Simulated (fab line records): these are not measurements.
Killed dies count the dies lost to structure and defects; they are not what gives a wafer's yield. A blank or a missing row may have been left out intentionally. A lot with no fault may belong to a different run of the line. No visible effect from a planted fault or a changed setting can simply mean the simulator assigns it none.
fab line records ; flow n5Finfet
[record] lots = 5; wafers = 15; lastDay = 18
route steps=1938 shown BEOL_M0_SAQP@642
lots that met no fault: taken from a fault-free run of the same line
startH: hours from the record's opening day to when the first of the lot's shown wafers began ; waitH: hours from the lot's prior step to this one ; " as in the row above ; L1.1+2: one row covering several wafers at once ; - either no value or no given start ; * or withheld: withheld ; < > ~ a bound
route shown NAME@n: NAME is a module with steps in the file, n the number in the route of the first one ; usual: the fault-free wafers' mean and standard deviation ; same: alike in all rows ; chamber/n: place in a boat ; sites: each site's reading ; _std_site: how widely they spread, as a standard deviation ; _edge_site: mean of outer sites minus mean of inner sites ; radiusMm: for every site, how far away it sits from the centre of the wafer ; mask NAME#n: copy n ; behind: the tool/chamber that last shaped the wafer ; hold: why the lot was held/for how many hours/how that ended ; device: the n, p or np transistor that did not switch ; end of line: the same wafers' tests at the end of the route ; for a step that has no rows: nothing shown but its recipe ; killed: count of dies lost to structure and defects at first sort (not the wafer's yield) ; map: a wafer's dies, marking killed ones x, the rest . and places with no die _
set.NAME: the setting as run; set.NAME@STEP: as run at that earlier step ; model.NAME: the simulator's own value behind a step, which no gauge read
lots at some steps of the route; a table a step, a row a wafer
services: the hour from which a tool's chamber was out of use, counted from the record's first day as startH (under 0 if before that day), plus the number of hours and why
[[steps]]
[step N5_BEOL_M0_SAQP_COAT_82]
[recipe] resist = SiARC; tempC = 220; timeS = 60; spinRpm = 1500; resistThkNm = 30
[usual] dispensePressureKPa = 50/3.7
lot.wafer;tool;chamber;startH;waitH;dispensePressureKPa
L081.3;lithoTrack-03;0;-;-;54
L081.4;lithoTrack-03;0;-;-;54
L081.6;lithoTrack-03;0;-;-;54
L084.1;lithoTrack-04;0;-;-;50
L084.3;lithoTrack-04;0;-;-;50
L084.6;lithoTrack-04;0;-;-;50
L087.3;lithoTrack-04;0;-;-;50
L087.4;lithoTrack-04;0;-;-;50
L087.5;lithoTrack-04;0;-;-;50
L088.2;lithoTrack-03;0;-;-;54
L088.3;lithoTrack-03;0;-;-;54
L088.5;lithoTrack-03;0;-;-;54
L097.1;lithoTrack-01;0;-;-;43
L097.5;lithoTrack-01;0;-;-;43
L097.6;lithoTrack-01;0;-;-;43
[step N5_BEOL_M0_SAQP_COAT_08]
[recipe] resist = CAR-ArF; spinRpm = 1500; resistThkNm = 90
[usual] dispensePressureKPa = 50/3.7
lot.wafer;tool;chamber;startH;waitH;dispensePressureKPa
L081.3;lithoTrack-03;0;-;-;54
L081.4;lithoTrack-03;0;-;-;54
L081.6;lithoTrack-03;0;-;-;54
L084.1;lithoTrack-04;0;-;-;50
L084.3;lithoTrack-04;0;-;-;50
L084.6;lithoTrack-04;0;-;-;50
L087.3;lithoTrack-04;0;-;-;50
L087.4;lithoTrack-04;0;-;-;50
L087.5;lithoTrack-04;0;-;-;50
L088.2;lithoTrack-03;0;-;-;54
L088.3;lithoTrack-03;0;-;-;54
L088.5;lithoTrack-03;0;-;-;54
L097.1;lithoTrack-01;0;-;-;43
L097.5;lithoTrack-01;0;-;-;44
L097.6;lithoTrack-01;0;-;-;43
[step N5_BEOL_M0_SAQP_EBR_10]
[recipe] solvent = PGMEA; ebrWidthMm = 1.5
lot.wafer;tool;chamber;startH;waitH
L081.3+4+6;lithoTrack-03;0;-;-
L084.1+3+6;lithoTrack-04;0;-;-
L087.3+4+5;lithoTrack-04;0;-;-
L088.2+3+5;lithoTrack-03;0;-;-
L097.1+5+6;lithoTrack-01;0;-;-
[step N5_BEOL_M0_SAQP_SOFTBAKE_09]
[recipe] tempC = 110; timeS = 60; resist = CAR-ArF
lot.wafer;tool;chamber;startH;waitH
L081.3+4+6;lithoTrack-03;0;-;-
L084.1+3+6;lithoTrack-04;0;-;-
L087.3+4+5;lithoTrack-04;0;-;-
L088.2+3+5;lithoTrack-03;0;-;-
L097.1+5+6;lithoTrack-01;0;-;-
[step N5_BEOL_M0_SAQP_EXPOSE_11]
[recipe] maskId = M0_CORE; na = 1.35; sourceShape = dipole; sigmaInner = 0.538; sigmaOuter = 0.738; polarization = te; targetCdNm = 42; doseMj = 55
lot.wafer;tool;chamber;startH;waitH;mask
L081.3+4+6;arfiScanner-02;0;148.85;-;M0_CORE#0
L084.1+3+6;arfiScanner-02;0;173.65;-;M0_CORE#0
L087.3+4+5;arfiScanner-01;0;191.62;-;M0_CORE#0
L088.2+3+5;arfiScanner-01;0;194.64;-;M0_CORE#0
L097.1+5+6;arfiScanner-03;0;252.16;-;M0_CORE#0
[step N5_BEOL_M0_SAQP_PEB_12]
[recipe] pebTempC = withheld; pebTimeS = 60; resist = CAR-ArF
[same] pebTimeS = 60
lot.wafer;tool;chamber;startH;waitH
L081.3+4+6;lithoTrack-01;0;148.90;0.0
L084.1+3+6;lithoTrack-01;0;173.71;0.1
L087.3+4+5;lithoTrack-04;0;191.67;0.0
L088.2+3+5;lithoTrack-01;0;194.70;0.0
L097.1+5+6;lithoTrack-04;0;252.22;0.1
[step N5_BEOL_M0_SAQP_DEVELOP_13]
[recipe] developTimeS = 30; developer = TMAH; resist = CAR-ArF; devTempC = 23; rinseLiquid = diw; dry = airSpin
lot.wafer;tool;chamber;startH;waitH
L081.3+4+6;lithoTrack-01;0;-;-
L084.1+3+6;lithoTrack-01;0;-;-
L087.3+4+5;lithoTrack-04;0;-;-
L088.2+3+5;lithoTrack-01;0;-;-
L097.1+5+6;lithoTrack-04;0;-;-
[step N5_BEOL_M0_SAQP_CD_MEAS_14]
[recipe] targetCdNm = 42.5; landingEnergyEv = 500; detector = seInlens
[usual] cdNm = 42.6/0.42
lot.wafer;tool;chamber;startH;waitH;cdNm
L081.3;cdSem-02;0;148.97;-;42.7
L081.4;cdSem-02;0;148.97;-;42.9
L081.6;cdSem-02;0;148.97;-;42.4
L084.1;cdSem-02;0;173.78;-;42.2
L084.3;cdSem-02;0;173.78;-;41.8
L084.6;cdSem-02;0;173.78;-;42.7
L087.3;cdSem-02;0;191.74;-;42.3
L087.4;cdSem-02;0;191.74;-;42.0
L087.5;cdSem-02;0;191.74;-;41.8
L088.2;cdSem-02;0;194.77;-;43.2
L088.3;cdSem-02;0;194.77;-;42.8
L088.5;cdSem-02;0;194.77;-;43.2
L097.1;cdSem-01;0;252.29;-;42.5
L097.5;cdSem-01;0;252.29;-;42.5
L097.6;cdSem-01;0;252.29;-;42.5
[step N5_BEOL_M0_SAQP_OVL_MEAS_15]
[recipe] pointsPerWafer = 44
[usual] M0_CORE_OVL = -0.5/0.85
lot.wafer;tool;chamber;startH;waitH;M0_CORE_OVL[nm]
L081.3;overlay-01;0;148.99;0.0;-2.6
L081.4;overlay-01;0;148.99;0.0;-2.7
L081.6;overlay-01;0;148.99;0.0;-2.2
L084.1;overlay-01;0;173.81;0.0;-0.2
L084.3;overlay-01;0;173.81;0.0;-0.8
L084.6;overlay-01;0;173.81;0.0;0.0
L087.3;overlay-01;0;191.77;0.0;1.8
L087.4;overlay-01;0;191.77;0.0;1.2
L087.5;overlay-01;0;191.77;0.0;0.3
L088.2;overlay-02;0;194.80;0.0;-0.5
L088.3;overlay-02;0;194.80;0.0;-0.4
L088.5;overlay-02;0;194.80;0.0;-0.9
L097.1;overlay-02;0;252.32;0.0;-0.2
L097.5;overlay-02;0;252.32;0.0;-0.4
L097.6;overlay-02;0;252.32;0.0;0.2
[step N5_BEOL_M0_SAQP_INSPECT_16]
[recipe] mode = adi; inspectInstrument = brightfield
[usual] rawDefectCount = 501/110
lot.wafer;tool;chamber;startH;waitH;rawDefectCount
L081.3;defectInspect-01;-;149.02;0.0;447
L081.4;defectInspect-01;-;149.02;0.0;317
L081.6;defectInspect-01;-;149.02;0.0;503
L084.1;defectInspect-01;-;173.83;0.0;404
L084.3;defectInspect-01;-;173.83;0.0;452
L084.6;defectInspect-01;-;173.83;0.0;383
L087.3;defectInspect-01;-;191.79;0.0;552
L087.4;defectInspect-01;-;191.79;0.0;510
L087.5;defectInspect-01;-;191.79;0.0;513
L088.2;defectInspect-01;-;194.82;0.0;361
L088.3;defectInspect-01;-;194.82;0.0;382
L088.5;defectInspect-01;-;194.82;0.0;453
L097.1;defectInspect-01;-;252.34;0.0;535
L097.5;defectInspect-01;-;252.34;0.0;348
L097.6;defectInspect-01;-;252.34;0.0;556
[step N5_BEOL_M0_SAQP_DESCUM_19]
[recipe] chemistry = O2; timeS = 7.9; sourcePowerW = 50; biasPowerW = 20; pressureMtorr = 20; rfFrequencyHz = 2.712e+07; tempC = 40; resist = CAR-ArF; o2FlowSccm = 225
[usual] chamberPressureMTorr = 20.000/0.018; drypumpMotorCurrentA = 5.9/0.59; o2FlowSccm = 225.0/0.71; oesProductAu = 0.77/0.1; rfVppV = 243.2/1.5; showerheadPlenumPTorr = 2.10/0.083; throttleValvePct = 20.42/0.2
lot.wafer;tool;chamber;startH;waitH;chamberPressureMTorr;drypumpMotorCurrentA;o2FlowSccm;oesProductAu;rfHoursCounterH;rfVppV;showerheadPlenumPTorr;throttleValvePct
L081.3;rieDiel-01;0;149.05;0.0;19.998;5.9;224.9;0.96;11;244.6;2.23;20.13
L081.4;rieDiel-01;3;149.05;0.0;20.005;6.2;224.4;0.79;-;242.5;2.02;20.17
L081.6;rieDiel-01;0;149.05;0.0;19.972;5.8;224.9;0.97;-;245.1;2.23;20.14
L084.1;rieDiel-01;3;174.37;0.5;19.992;6.2;224.5;0.78;105;241.2;2.02;20.19
L084.3;rieDiel-01;2;174.37;0.5;20.011;6.6;224.7;0.67;248;242.9;2.06;20.83
L084.6;rieDiel-01;0;174.37;0.5;19.974;5.9;225.1;0.94;-;244.5;2.23;20.14
L087.3;rieDiel-01;0;191.98;0.2;20.008;5.8;226.2;0.93;26;244.7;2.22;20.16
L087.4;rieDiel-01;1;191.98;0.2;20.017;4.7;224.4;0.93;-;242.5;2.13;20.36
L087.5;rieDiel-01;0;191.98;0.2;19.990;5.8;225.2;0.93;-;245.7;2.22;20.16
L088.2;rieDiel-03;1;195.01;0.2;20.001;6.1;224.7;0.73;145;244.6;2.19;20.58
L088.3;rieDiel-03;3;195.01;0.2;20.000;6.4;225.4;0.92;16;247.2;2.24;20.14
L088.5;rieDiel-03;1;195.01;0.2;19.983;6.1;223.6;0.72;-;243.3;2.19;20.56
L097.1;rieDiel-04;3;252.38;0.0;19.967;6.8;225.0;0.67;236;241.8;1.98;20.27
L097.5;rieDiel-04;3;252.38;0.0;19.965;6.8;224.6;0.66;-;241.4;1.98;20.27
L097.6;rieDiel-04;0;252.38;0.0;19.998;5.4;224.4;0.75;-;245.3;2.16;20.58
[step N5_BEOL_M0_SAQP_ETCH_83]
[recipe] chemistry = CF4; target = SiARC; targetDepthA = 390; maskMaterial = CAR-ArF; timeS = 65; ionEnergyEv = 80; pressureMtorr = 40; sourceW = 545; biasW = 36; Ar_flow_sccm = 100; cf4FlowSccm = 100; ends = cleared
[usual] cf4FlowSccm = 100.0/0.32; chamberPressureMTorr = 40.00/0.038; drypumpMotorCurrentA = 5.9/0.6; etchRfOnTimeS = 64.7/0.82; oesProductAu = 0.66/0.086; rfVppV = 184.2/1.3; showerheadPlenumPTorr = 2.15/0.08; throttleValvePct = 15.63/0.21
lot.wafer;tool;chamber;startH;waitH;cf4FlowSccm;chamberPressureMTorr;drypumpMotorCurrentA;etchRfOnTimeS;oesProductAu;rfHoursCounterH;rfVppV;showerheadPlenumPTorr;throttleValvePct
L081.3;rieDiel-01;0;149.09;0.0;99.7;40.00;5.9;63.2;0.83;11;186.0;2.27;15.26
L081.4;rieDiel-01;3;149.09;0.0;99.9;40.03;6.2;64.1;0.68;-;183.1;2.07;15.39
L081.6;rieDiel-01;0;149.09;0.0;100.0;39.90;5.8;63.4;0.83;-;185.5;2.27;15.29
L084.1;rieDiel-01;3;174.41;0.0;100.1;40.07;6.2;64.8;0.67;105;183.0;2.07;15.43
L084.3;rieDiel-01;2;174.41;0.0;100.0;39.99;6.6;64.9;0.58;248;184.8;2.10;15.99
L084.6;rieDiel-01;0;174.41;0.0;100.2;39.98;5.8;64.0;0.81;-;185.4;2.27;15.29
L087.3;rieDiel-01;0;192.01;0.0;100.3;40.02;5.9;63.5;0.79;26;185.9;2.27;15.31
L087.4;rieDiel-01;1;192.01;0.0;100.4;39.94;4.7;63.6;0.80;-;184.5;2.19;15.51
L087.5;rieDiel-01;0;192.01;0.0;100.3;40.01;5.9;63.7;0.80;-;185.8;2.27;15.32
L088.2;rieDiel-03;1;195.04;0.0;99.6;40.02;6.1;65.3;0.63;145;185.2;2.23;15.71
L088.3;rieDiel-03;3;195.04;0.0;100.5;39.98;6.4;64.9;0.77;16;186.8;2.28;15.23
L088.5;rieDiel-03;1;195.04;0.0;99.8;39.94;6.1;65.4;0.63;-;184.7;2.23;15.71
L097.1;rieDiel-04;3;252.41;0.0;100.1;40.03;6.8;64.7;0.57;236;183.0;2.03;15.59
L097.5;rieDiel-04;3;252.41;0.0;99.8;40.05;6.8;65.3;0.57;-;182.3;2.03;15.59
L097.6;rieDiel-04;0;252.41;0.0;100.1;40.04;5.3;65.0;0.64;-;184.6;2.22;15.82
[step N5_BEOL_M0_SAQP_ETCH_84]
[recipe] chemistry = N2/H2; target = SOC; targetDepthA = 1000; overetchA = 200; maskMaterial = SiARC; tempC = 40; timeS = 150; ionEnergyEv = 200; pressureMtorr = 30; sourceW = 840; biasW = 150; n2FlowSccm = 200; h2FlowSccm = 200
[usual] chamberPressureMTorr = 30.003/0.028; drypumpMotorCurrentA = 5.9/0.6; oesProductAu = 0.69/0.084; rfVppV = 524.3/2.9; showerheadPlenumPTorr = 2.56/0.1; throttleValvePct = 17.82/0.24
lot.wafer;tool;chamber;startH;waitH;chamberPressureMTorr;drypumpMotorCurrentA;oesProductAu;rfHoursCounterH;rfVppV;showerheadPlenumPTorr;throttleValvePct
L081.3;rieDiel-01;0;149.14;0.0;29.978;5.8;0.85;11;529.2;2.71;17.47
L081.4;rieDiel-01;3;149.14;0.0;29.995;6.2;0.70;-;521.7;2.46;17.61
L081.6;rieDiel-01;0;149.14;0.0;29.963;5.9;0.86;-;529.3;2.71;17.46
L084.1;rieDiel-01;3;174.46;0.0;30.034;6.2;0.70;105;521.5;2.46;17.62
L084.3;rieDiel-01;2;174.46;0.0;30.002;6.6;0.61;248;523.0;2.50;18.24
L084.6;rieDiel-01;0;174.46;0.0;30.004;5.9;0.83;-;529.6;2.70;17.48
L087.3;rieDiel-01;0;192.06;0.0;29.958;5.9;0.83;26;526.9;2.70;17.51
L087.4;rieDiel-01;1;192.06;0.0;30.018;4.7;0.84;-;527.7;2.61;17.78
L087.5;rieDiel-01;0;192.06;0.0;30.045;5.9;0.82;-;528.4;2.70;17.51
L088.2;rieDiel-03;1;195.09;0.0;30.017;6.1;0.65;145;528.2;2.66;17.86
L088.3;rieDiel-03;3;195.09;0.0;29.976;6.4;0.81;16;529.2;2.70;17.44
L088.5;rieDiel-03;1;195.09;0.0;29.977;6.1;0.66;-;526.5;2.66;17.88
L097.1;rieDiel-04;3;252.46;0.0;30.055;6.8;0.60;236;519.9;2.40;17.65
L097.5;rieDiel-04;3;252.46;0.0;29.987;6.8;0.60;-;518.7;2.40;17.64
L097.6;rieDiel-04;0;252.46;0.0;29.998;5.4;0.67;-;527.8;2.64;18.08
[step N5_BEOL_M0_SAQP_STRIP_80]
[recipe] chemistry = N2/H2; tempC = 40; n2FlowSccm = 200; h2FlowSccm = 200; rfFrequencyHz = 6e+07
lot.wafer;tool;chamber;startH;waitH
L081.3+4+6;rieDiel-01;0,3,0;149.23;0.0
L084.1+3+6;rieDiel-01;3,2,0;174.55;0.0
L087.3+4+5;rieDiel-01;0,1,0;192.16;0.0
L088.2+3+5;rieDiel-03;1,3,1;195.19;0.0
L097.1+5+6;rieDiel-04;3,3,0;252.56;0.0
[step N5_BEOL_M0_SAQP_HM_OPEN_112]
[recipe] chemistry = CHF3/O2; target = SiO2; stopOn = a-Si; targetDepthA = 120; overEtchFrac = 1.25; maskMaterial = SOC; timeS = 13.5; pressureMtorr = 30; sourceW = 650; biasW = 170; Ar_flow_sccm = 200; CHF3_flow_sccm = 50; O2_flow_sccm = 5; ionEnergyEv = 200; ends = endPoint
[usual] O2_flow_sccm = 5.001/0.014; chamberPressureMTorr = 30.000/0.026; drypumpMotorCurrentA = 5.9/0.59; oesProductAu = 0.50/0.061; rfVppV = 523/5.7; showerheadPlenumPTorr = 2.42/0.092; throttleValvePct = 18.85/0.21
lot.wafer;tool;chamber;startH;waitH;O2_flow_sccm;chamberPressureMTorr;drypumpMotorCurrentA;oesProductAu;rfHoursCounterH;rfVppV;showerheadPlenumPTorr;throttleValvePct
L081.3;rieDiel-01;0;149.24;0.0;5.012;29.933;5.9;0.62;11;516;2.56;18.53
L081.4;rieDiel-01;3;149.24;0.0;5.012;30.022;6.2;0.52;-;533;2.33;18.62
L081.6;rieDiel-01;0;149.24;0.0;4.993;30.006;5.8;0.63;-;516;2.55;18.52
L084.1;rieDiel-01;3;174.56;0.0;5.036;30.044;6.2;0.51;105;532;2.33;18.64
L084.3;rieDiel-01;2;174.56;0.0;4.999;30.037;6.6;0.44;249;524;2.37;19.19
L084.6;rieDiel-01;0;174.56;0.0;4.994;29.966;5.8;0.61;-;516;2.55;18.53
L087.3;rieDiel-01;0;192.17;0.0;4.975;30.001;5.9;0.59;26;515;2.55;18.54
L087.4;rieDiel-01;1;192.17;0.0;4.989;30.018;4.7;0.61;-;527;2.47;18.80
L087.5;rieDiel-01;0;192.17;0.0;4.989;30.012;5.9;0.60;-;517;2.55;18.52
L088.2;rieDiel-03;1;195.20;0.0;4.992;30.005;6.1;0.48;146;531;2.51;18.91
L088.3;rieDiel-03;3;195.20;0.0;5.000;30.048;6.4;0.59;16;532;2.56;18.49
L088.5;rieDiel-03;1;195.20;0.0;4.999;29.988;6.1;0.48;-;534;2.51;18.92
L097.1;rieDiel-04;3;252.57;0.0;4.981;30.002;6.7;0.44;236;518;2.28;18.71
L097.5;rieDiel-04;3;252.57;0.0;4.993;29.955;6.7;0.44;-;518;2.28;18.72
L097.6;rieDiel-04;0;252.57;0.0;5.027;30.020;5.4;0.49;-;519;2.50;19.06
[step N5_BEOL_M0_SAQP_STRIP_113]
[recipe] chemistry = CHF3/O2; resist = SiARC; rfFrequencyHz = 6e+07
lot.wafer;tool;chamber;startH;waitH
L081.3+4+6;rieDiel-01;0,3,0;149.30;0.0
L084.1+3+6;rieDiel-01;3,2,0;174.62;0.0
L087.3+4+5;rieDiel-01;0,1,0;192.22;0.0
L088.2+3+5;rieDiel-03;1,3,1;195.25;0.0
L097.1+5+6;rieDiel-04;3,3,0;252.62;0.0
[step N5_BEOL_M0_SAQP_MANDREL_ETCH_20]
[recipe] targetDepthA = 600; chemistry = HBr/Cl2; target = a-Si; stopOn = SiNx; btTimeS = 10; maskMaterial = SOC; overEtchFrac = 0.5; timeS = 30; pressureMtorr = 10; icpW = 800; biasW = 75; HBr_flow_sccm = 150; Cl2_flow_sccm = 80; ends = endPoint
[usual] chamberPressureMTorr = 10.000/0.0097; drypumpMotorCurrentA = 5.8/0.46; oesProductAu = 0.775/0.012; throttleValvePct = 35.54/0.15
lot.wafer;tool;chamber;startH;waitH;chamberPressureMTorr;drypumpMotorCurrentA;oesProductAu;rfHoursCounterH;throttleValvePct
L081.3;rieSi-06;3;149.33;0.0;10.015;5.7;0.764;128;35.46
L081.4;rieSi-06;1;149.33;0.0;9.994;5.6;0.767;136;35.52
L081.6;rieSi-06;0;149.33;0.0;10.004;5.6;0.773;-;35.61
L084.1;rieSi-02;1;174.65;0.0;10.007;5.7;0.763;70;35.66
L084.3;rieSi-02;3;174.65;0.0;10.010;6.6;0.738;28;35.61
L084.6;rieSi-02;2;174.65;0.0;10.004;6.7;0.787;-;35.85
L087.3;rieSi-02;1;192.25;0.0;9.987;5.7;0.780;70;35.65
L087.4;rieSi-02;3;192.25;0.0;9.982;6.6;0.740;28;35.61
L087.5;rieSi-02;3;192.25;0.0;9.995;6.6;0.750;-;35.58
L088.2;rieSi-05;1;195.28;0.0;9.997;5.6;0.769;109;35.37
L088.3;rieSi-05;0;195.28;0.0;10.018;6.2;0.789;128;35.59
L088.5;rieSi-05;1;195.28;0.0;10.012;5.6;0.772;-;35.36
L097.1;rieSi-05;0;252.65;0.0;9.994;6.2;0.792;129;35.59
L097.5;rieSi-05;0;252.65;0.0;9.993;6.2;0.789;-;35.56
L097.6;rieSi-05;1;252.65;0.0;9.992;5.6;0.779;-;35.36
[step N5_BEOL_M0_SAQP_STRIP_86]
[recipe] chemistry = N2/H2; powerW = 500; tempC = 40; pressureMtorr = 50; rfFrequencyHz = 6e+07; overashFraction = 0.3; biasPowerW = 28; h2Frac = 0.5; n2FlowSccm = 300; h2FlowSccm = 300
[usual] chamberPressureMTorr = 50.00/0.072; drypumpMotorCurrentA = 5.9/0.6; oesProductAu = 0.79/0.1; rfVppV = 121.9/1.6; showerheadPlenumPTorr = 3.38/0.13; throttleValvePct = 18.9/0.35
lot.wafer;tool;chamber;startH;waitH;chamberPressureMTorr;drypumpMotorCurrentA;oesProductAu;rfHoursCounterH;rfVppV;showerheadPlenumPTorr;throttleValvePct
L081.3;rieDiel-03;0;149.43;0.1;50.03;5.2;0.75;156;121.7;3.22;18.7
L081.4;rieDiel-03;2;149.43;0.1;49.98;5.5;0.74;175;123.2;3.34;19.5
L081.6;rieDiel-03;0;149.43;0.1;49.96;5.1;0.75;-;122.3;3.22;18.7
L084.1;rieDiel-03;1;174.75;0.1;49.89;6.1;0.74;143;120.1;3.50;18.8
L084.3;rieDiel-03;0;174.75;0.1;49.95;5.1;0.74;163;119.5;3.22;18.6
L084.6;rieDiel-03;0;174.75;0.1;50.12;5.1;0.74;-;118.8;3.22;18.7
L087.3;rieDiel-01;3;192.38;0.1;50.10;6.2;0.78;112;118.1;3.25;18.7
L087.4;rieDiel-01;1;192.38;0.1;50.02;4.7;0.94;-;123.9;3.44;18.8
L087.5;rieDiel-01;0;192.38;0.1;49.90;5.9;0.93;-;124.3;3.56;18.4
L088.2;rieDiel-04;0;195.39;0.1;50.00;5.4;0.75;162;124.2;3.49;19.3
L088.3;rieDiel-04;1;195.39;0.1;50.01;5.4;0.93;13;123.0;3.42;18.6
L088.5;rieDiel-04;0;195.39;0.1;50.06;5.4;0.77;-;123.6;3.49;19.2
L097.1;rieDiel-01;3;252.75;0.1;50.04;6.2;0.75;130;122.0;3.24;18.7
L097.5;rieDiel-01;1;252.75;0.1;49.97;4.7;0.92;-;124.6;3.44;18.8
L097.6;rieDiel-01;0;252.75;0.1;49.94;5.9;0.90;-;122.8;3.55;18.5
[step N5_BEOL_M0_SAQP_STRIP_115]
[recipe] chemistry = postEtchResidueRemover; timeS = 60; tempC = 25; removerPh = withheld; removerWaterWtPct = withheld; removerFluorideWtPct = withheld
lot.wafer;tool;chamber;startH;waitH
L081.3+4+6;wetBench-05;7,2,3;149.49;-
L084.1+3+6;wetBench-04;4,6,5;174.81;-
L087.3+4+5;wetBench-05;6,4,5;192.45;-
L088.2+3+5;wetBench-04;3,4,5;195.45;-
L097.1+5+6;wetBench-04;3,1,2;252.83;-
[step N5_BEOL_M0_SAQP_SRD_93]
[recipe] dry = ipaMarangoni; timeS = 30; tempC = 23; rinseLiquid = diw
lot.wafer;tool;chamber;startH;waitH
L081.3+4+6;wetBench-05;7,2,3;149.51;0.0
L084.1+3+6;wetBench-04;4,6,5;174.83;0.0
L087.3+4+5;wetBench-05;6,4,5;192.47;0.0
L088.2+3+5;wetBench-04;3,4,5;195.47;0.0
L097.1+5+6;wetBench-04;3,1,2;252.85;0.0
[[services]]
tool;chamber;startH;hours;kind
rieDiel-04;2;124.85;24.6;repair
arfiScanner-02;-;127.86;1.0;repair
arfiScanner-03;-;131.58;4.8;pm
arfiScanner-02;-;133.15;1.0;pm
arfiScanner-01;-;140.15;0.8;pm
rieDiel-04;0;161.53;6.6;repair
rieSi-02;-;169.57;1.8;repair
rieDiel-03;1;175.27;12.3;repair
arfiScanner-01;-;185.22;0.8;pm
rieSi-05;2;191.44;16.2;repair
rieDiel-04;3;193.45;8.9;repair
rieSi-05;3;197.33;45.2;repair
arfiScanner-02;-;198.62;0.8;pm
rieDiel-04;-;211.67;2.8;pm
rieSi-02;2;213.71;1.2;repair
rieDiel-01;-;217.33;9.7;repair
rieDiel-04;-;217.33;2.1;repair
rieSi-02;2;218.73;7.4;repair
arfiScanner-02;-;221.53;1.0;pm
rieDiel-01;-;229.97;2.8;pm
rieDiel-04;1;239.23;6.4;repair
arfiScanner-01;-;239.68;1.3;pm
arfiScanner-02;-;243.28;1.3;pm
arfiScanner-02;-;246.06;3.9;pm
[[key]]
fault none
